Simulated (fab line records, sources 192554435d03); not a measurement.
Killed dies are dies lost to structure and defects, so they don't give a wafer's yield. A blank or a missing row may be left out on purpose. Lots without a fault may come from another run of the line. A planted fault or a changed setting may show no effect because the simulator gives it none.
Problem report in the 8D (eight disciplines) form, filled by code | flow n5_finfet | the parts of the form that need people (team, actions taken, sign-off) are left out

1. THE PROBLEM
exposure_dose_mJ_cm2 at N5_BEOL_M6_EXPOSE_08 reads a mean of 66.25 on 9 wafers of 3 lots; wafers without a fault read 68.19 with a standard deviation of 0.071. That is -27 standard deviations from the usual mean.
The step: exposes mask M6.
First seen on wafer L897.1, day 14 17:49, on arfi_scanner-02. The record holds 15 wafers of 5 lots with a number at this step. Rule for "out", or "out of limits": more than 4 standard deviations from the usual mean. The other wafers with a number count as sound.

2. WHAT IT IS AND WHAT IT IS NOT
question                    | is                     | is not
which readings at this step | exposure_dose_mJ_cm2   | -
which lots                  | L897, L898, L899       | L886, L895
which wafers of those lots  | all that have a number | -
read on which tools         | arfi_scanner-02        | arfi_scanner-01
when                        | from day 14 17:49      | up to then (3 sound wafers); but 3 sound wafers of L895 came after

3. SUSPECTS, AND WHAT RULES EACH OUT
Counting: a tool at a process step up to the reading stays a suspect if it ran every lot that is out and no sound lot after the first of them.
- arfi_scanner-02 at N5_BEOL_M6_EXPOSE_08 (exposes mask M6): kept. It ran every lot that is out, first L897 (day 14 17:49), and no sound lot after that; its last sound lot up to then is L886 (day 12 13:31). Its own readings are out on those wafers: exposure_dose_mJ_cm2.
Left after counting: arfi_scanner-02 at N5_BEOL_M6_EXPOSE_08.

4. THE CAUSE (what the simulator had put in)
Process parameter drift: arfi_scanner-02, from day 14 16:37 on, at N5_BEOL_M6_EXPOSE_08. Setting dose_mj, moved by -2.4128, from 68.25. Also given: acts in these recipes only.
Counting left only this tool.

5. THE CHAIN OF EFFECTS, in route order
Each row: a reading whose mean over the struck wafers that have a number lies more than 3 standard deviations from the usual. Only readings for which the record gives a usual standard deviation are gone through. hours: the time from each lot's start at the first step in this table that gives one to its start at this step, as a median over the lots. sigmas: the change in usual standard deviations.
hours | step                 | reading              | usual | on struck wafers | change | sigmas
0     | N5_BEOL_M6_EXPOSE_08 | exposure_dose_mJ_cm2 | 68.19 | 66.25            | -1.94  | -27
The process steps in it:
- N5_BEOL_M6_EXPOSE_08: exposes mask M6.

6. WHAT WOULD HAVE CAUGHT IT SOONER
In this record the first reading out of limits was taken at day 14 17:49, 1 hour after the fault began at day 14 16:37.
